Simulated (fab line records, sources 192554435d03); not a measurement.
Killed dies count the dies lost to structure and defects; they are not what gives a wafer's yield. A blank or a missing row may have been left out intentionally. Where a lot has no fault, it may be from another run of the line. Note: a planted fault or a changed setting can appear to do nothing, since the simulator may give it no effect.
What tool caused it? | flow n5Finfet | 12 lots (36 wafers sampled), 1 step of a 1938-step route

## WHAT EACH GAUGE READ, for each wafer
N5_BEOL_M1_OVL_MEAS_12.
lot  | measured     | on         | M1_OVL (nm)
L075 | day 6 08:19  | overlay-01 | 0.0 0.3 0.4
L077 | day 6 17:28  | overlay-01 | -0.5 -0.4 -0.1
L079 | day 7 10:17  | overlay-02 | -0.4 -0.2 -0.1
L081 | day 7 16:24  | overlay-01 | -0.8 -1.0 -0.6
L083 | day 8 06:47  | overlay-02 | -0.4 0.1 -0.2
L085 | day 8 23:27  | overlay-01 | -0.9 -0.7 0.1
L087 | day 9 11:15  | overlay-02 | -1.3 -0.7 -0.7
L089 | day 9 17:20  | overlay-01 | -1.0 -1.4 0.0
L091 | day 10 07:01 | overlay-02 | -0.5 -0.7 -1.3
L094 | day 11 03:27 | overlay-01 | -0.1 -0.3 0.4
L095 | day 11 09:16 | overlay-01 | -0.1 -0.4 -1.2
L097 | day 12 01:23 | overlay-02 | -1.0 -1.0 -0.2

## WHAT TOOL EACH LOT RAN ON (gives the tool, then ch and the chambers of the sampled wafers, and finally the start)
No process step before these readings appears in the record.

## THE ANSWER, worked out from the rows above alone
Rule: the usual values come from the lots themselves. The widest of any qualifying gaps counts: lots, ordered by their means at a reading, are off when they make up no more than a third of the lots, leave a main group of 4 or more, and stand apart from it by 3 or more times the standard deviation of that group's means. A main group is skipped when, at the precision printed for the reading in the tables above, its means are all equal. A lot without any number at a reading at which 4 lots or more have one is off too. Any other lot the step has rows for is counted as sound.
None of the lots is off at any reading shown; this tells nothing.

## WHAT THE SIMULATOR HAD PUT IN
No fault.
